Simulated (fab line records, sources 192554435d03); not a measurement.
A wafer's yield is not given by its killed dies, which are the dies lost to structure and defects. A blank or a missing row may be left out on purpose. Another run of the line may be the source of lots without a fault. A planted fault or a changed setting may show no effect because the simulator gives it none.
Which tool is to blame? ; flow n5_finfet ; 9 lots with 27 wafers sampled at 5 steps, on a route of 1938 steps

WHAT THE GAUGES READ, wafer by wafer
N5_BEOL_M4_RC_MEAS_101. Usual: DIBL_N 36.3 mV/V, standard deviation 1.9; DIBL_P 36.0 mV/V, standard deviation 2.1; IOFF_N 0.16 nA/um, standard deviation 0.031; IOFF_P 0.21 nA/um, standard deviation 0.035; ION_N 675 uA/um, standard deviation 14; ION_P 464 uA/um, standard deviation 8.5; SS_N 71.5 mV/dec, standard deviation 0.6; SS_P 73.3 mV/dec, standard deviation 0.72; VT_N 250 mV, standard deviation 3.2; VT_P -250 mV, standard deviation 3.1.
lot;measured;on;DIBL_N (mV/V);DIBL_P (mV/V);IOFF_N (nA/um);IOFF_P (nA/um);ION_N (uA/um);ION_P (uA/um);SS_N (mV/dec);SS_P (mV/dec);VT_N (mV);VT_P (mV);flag
L829;day 8 05:31;prober-02;33.9 36.2 35.7;34.2 36.9 35.3;0.12 0.16 0.14;0.18 0.23 0.21;658 668 656;458 462 454;71.0 71.5 70.8;72.4 73.3 72.4;252 250 252;-251 -248 -249;
L831;day 8 15:01;prober-01;34.5 34.5 39.1;36.0 36.8 41.7;0.14 0.14 0.24;0.19 0.20 0.29;691 673 698;475 464 470;70.4 70.9 71.9;73.7 74.3 74.9;249 251 242;-252 -250 -247;
L836;day 9 10:14;prober-01;33.6 36.4 35.0;31.7 35.0 34.1;0.10 0.14 0.12;0.16 0.21 0.20;667 675 663;464 462 462;70.8 72.4 70.9;71.8 72.9 72.1;257 252 255;-254 -248 -249;
L838;day 9 22:16;prober-01;35.1 34.2 34.3;35.4 34.7 32.9;0.14 0.13 0.11;0.20 0.19 0.15;681 668 656;474 459 449;71.3 71.3 71.3;72.9 73.1 72.6;250 254 259;-250 -251 -254;
L839;day 13 07:37;prober-01;38.0 39.8 36.5;36.9 38.6 34.7;0.18 0.22 0.15;0.25 0.28 0.21;688 686 667;464 470 458;71.5 72.1 71.7;73.6 74.4 72.7;248 247 251;-250 -246 -250;
L840;day 14 14:58;prober-01;36.0 35.6 36.2;36.1 35.3 35.1;0.17 0.16 0.17;0.25 0.23 0.22;686 681 678;473 468 467;71.2 71.7 71.7;72.8 72.9 73.2;246 247 247;-243 -249 -248;
L842;day 12 21:15;prober-01;37.7 36.4 37.2;35.8 34.5 34.4;0.17 0.15 0.16;0.22 0.19 0.19;691 675 676;473 462 460;72.6 72.1 72.3;73.5 72.9 72.9;248 250 251;-246 -251 -251;
L850;day 14 12:35;prober-02;35.8 34.3 36.3;36.4 34.6 36.0;0.15 0.13 0.15;0.23 0.19 0.21;676 673 676;469 465 465;72.4 71.7 72.0;73.1 72.1 72.5;251 253 251;-249 -250 -249;
L851;day 15 04:40;prober-01;36.2 36.5 36.9;36.7 36.7 37.3;0.15 0.15 0.16;0.21 0.21 0.21;668 668 665;460 458 457;71.1 70.7 71.4;73.1 73.2 74.1;250 251 251;-249 -248 -250;

EACH LOT AND THE TOOL THAT RAN IT (in order: tool; ch and the chambers of the sampled wafers; start)
lot;N5_HKMG_FIN_STRIP_89;N5_GATE_CUT_ETCH_56;N5_GATE_CUT_ETCHBACK_30;N5_GATE_CUT_SAC_CAP_01
L829;rie_diel-03 ch 0,1, day 4 14:58;rie_metal-03 ch 1, day 4 18:07;rie_metal-03 ch 1, day 4 18:13;ald_sin-04 ch 0,2, day 4 19:10
L831;rie_diel-02 ch 0,2, day 5 01:51;rie_metal-02 ch 0,1, day 5 05:07;rie_metal-02 ch 0,1, day 5 05:12;ald_sin-04 ch 1,3, day 5 05:37
L836;rie_diel-04 ch 1,2,3, day 6 04:01;rie_metal-02 ch 0,1, day 6 07:14;rie_metal-02 ch 0,1, day 6 07:20;ald_sin-03 ch 1,2,3, day 6 07:44
L838;rie_diel-04 ch 0,1,2, day 6 16:05;rie_metal-01 ch 0,1, day 6 19:22;rie_metal-01 ch 0,1, day 6 19:27;ald_sin-04 ch 0,1,2, day 6 19:51
L839;rie_diel-04 ch 0,1,3, day 7 03:28;rie_metal-02 ch 0,1, day 7 06:39;rie_metal-02 ch 0,1, day 7 06:44;ald_sin-03 ch 0,2, day 7 07:19
L840;rie_diel-02 ch 0,2, day 7 15:18;rie_metal-03 ch 0,1, day 7 18:40;rie_metal-03 ch 0,1, day 7 18:44;ald_sin-03 ch 0,1,3, day 7 19:07
L842;rie_diel-03 ch 1,3, day 7 21:53;rie_metal-02 ch 0,1, day 8 01:22;rie_metal-02 ch 0,1, day 8 01:28;ald_sin-04 ch 0,1,3, day 8 01:55
L850;rie_diel-03 ch 1,2, day 9 17:51;rie_metal-01 ch 0, day 9 21:05;rie_metal-01 ch 0, day 9 21:10;ald_sin-04 ch 1,2, day 9 21:53
L851;rie_diel-04 ch 0,2,3, day 10 09:54;rie_metal-01 ch 1, day 10 13:19;rie_metal-01 ch 1, day 10 13:29;ald_sin-02 ch 0,3, day 10 13:57
- N5_HKMG_FIN_STRIP_89: strips SOC in N2/H2, time 20 s.
- N5_GATE_CUT_ETCH_56: etches TiN in Cl2/Ar, target depth 21.6 nm.
- N5_GATE_CUT_ETCHBACK_30: etches TiN in Cl2/Ar, target depth 3 nm.
- N5_GATE_CUT_SAC_CAP_01: material SiNx, target thk 24 nm, pulse time 1 s, ald cycles 480.

AS READ BY THE TOOLS THEMSELVES (means over the sampled wafers that have a number; for cases with no such wafer, the mark the record gives instead)
N5_HKMG_FIN_STRIP_89. Usual: drypump_motor_current_A 5.8 A, standard deviation 0.44; n2_flow_sccm 300.0 sccm, standard deviation 0.92; oes_product_au 0.81 a.u., standard deviation 0.091; rf_vpp_V 54.1 V, standard deviation 0.99; showerhead_plenum_p_Torr 3.38 Torr, standard deviation 0.14; throttle_valve_pct 19.0 %, standard deviation 0.39.
lot;tool;drypump_motor_current_A (A);n2_flow_sccm (sccm);oes_product_au (a.u.);rf_vpp_V (V);showerhead_plenum_p_Torr (Torr);throttle_valve_pct (%);flag
L829;rie_diel-03;5.8;298.8;0.84;54.4;3.33;18.9;
L831;rie_diel-02;6.1;299.7;0.81;53.3;3.43;19.0;
L836;rie_diel-04;6.0;300.1;0.85;54.5;3.30;18.8;
L838;rie_diel-04;6.3;300.3;0.86;53.7;3.30;18.9;
L839;rie_diel-04;6.0;300.1;0.92;54.0;3.33;18.6;
L840;rie_diel-02;6.3;299.8;0.75;52.8;3.32;19.2;
L842;rie_diel-03;5.7;300.5;0.85;54.4;3.45;18.8;
L850;rie_diel-03;5.6;299.1;0.77;54.1;3.37;19.2;
L851;rie_diel-04;6.0;299.4;0.83;54.2;3.24;18.7;

N5_GATE_CUT_ETCH_56. Usual: drypump_motor_current_A 5.8 A, standard deviation 0.32; oes_product_au 0.79 a.u., standard deviation 0.12; rf_fwd_power_W 596.3 W, standard deviation 2.1; throttle_valve_pct 20.74 %, standard deviation 0.28.
lot;tool;drypump_motor_current_A (A);oes_product_au (a.u.);rf_fwd_power_W (W);throttle_valve_pct (%);flag
L829;rie_metal-03;6.2;0.62;593.2;20.93;
L831;rie_metal-02;5.8;0.86;595.6;20.45;
L836;rie_metal-02;5.8;0.85;594.4;20.44;
L838;rie_metal-01;5.4;0.75;595.3;20.88;
L839;rie_metal-02;5.8;0.80;547.8;20.47;OFF
L840;rie_metal-03;6.1;0.78;596.8;20.90;
L842;rie_metal-02;5.7;0.78;499.8;20.61;OFF
L850;rie_metal-01;5.8;0.60;594.9;21.28;
L851;rie_metal-01;5.1;0.79;597.7;20.71;

N5_GATE_CUT_ETCHBACK_30. Usual: drypump_motor_current_A 5.8 A, standard deviation 0.32; oes_product_au 0.79 a.u., standard deviation 0.12; throttle_valve_pct 20.74 %, standard deviation 0.28.
lot;tool;drypump_motor_current_A (A);oes_product_au (a.u.);throttle_valve_pct (%);flag
L829;rie_metal-03;6.1;0.62;20.93;
L831;rie_metal-02;5.8;0.86;20.42;
L836;rie_metal-02;5.8;0.85;20.43;
L838;rie_metal-01;5.3;0.75;20.88;
L839;rie_metal-02;5.8;0.84;20.46;
L840;rie_metal-03;6.1;0.78;20.90;
L842;rie_metal-02;5.7;0.87;20.52;
L850;rie_metal-01;5.8;0.60;21.28;
L851;rie_metal-01;5.1;0.78;20.72;

N5_GATE_CUT_SAC_CAP_01. Usual: heater_power_outer_w 522 W, standard deviation 57; heater_power_w 834 W, standard deviation 91; precursor_pulse_height_rel 1.002, standard deviation 0.019.
lot;tool;heater_power_outer_w (W);heater_power_w (W);precursor_pulse_height_rel;flag
L829;ald_sin-04;507;838;1.016;
L831;ald_sin-04;532;883;1.003;
L836;ald_sin-03;477;743;0.993;
L838;ald_sin-04;539;842;1.001;
L839;ald_sin-03;505;768;1.010;
L840;ald_sin-03;535;831;1.007;
L842;ald_sin-04;507;833;1.002;
L850;ald_sin-04;582;908;0.979;
L851;ald_sin-02;469;755;1.018;

THE ANSWER, worked out from the rows above alone
Rule: a lot is off if the mean of its wafers that have a number lies more than 3 standard deviations from the usual mean. A lot without any number at a reading at which 4 lots or more have one is off too. The other lots that the step has rows for count as sound. After the gauges, taken in route order, come the tools' own readings; for these a lot's mean is taken, as printed above. At the first step where some lot is off, the reading lying furthest off is the one used; lots without a number count as furthest.
Off: L839, L842 (N5_GATE_CUT_ETCH_56, rf_fwd_power_W).
If a tool, at that step or one of the process steps before it, ran each lot that is off and ran no sound lot following the first of them, it fits. One fits: N5_GATE_CUT_ETCH_56 on rie_metal-02. Its last sound lot is L836 (day 6 07:14), its first lot that is off L839 (day 7 06:39): a fault that began between those two fits.
The tool's own readings at N5_GATE_CUT_ETCH_56 bear it out: on the lots that are off they differ by more than 5 times the standard deviation of the sound lots' means. rf_fwd_power_W reads 523.8 W there against 595.4 W on the sound lots.

WHAT THE SIMULATOR HAD PUT IN
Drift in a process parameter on rie_metal-02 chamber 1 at N5_GATE_CUT_ETCH_56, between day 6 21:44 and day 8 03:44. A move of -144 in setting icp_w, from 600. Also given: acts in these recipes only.
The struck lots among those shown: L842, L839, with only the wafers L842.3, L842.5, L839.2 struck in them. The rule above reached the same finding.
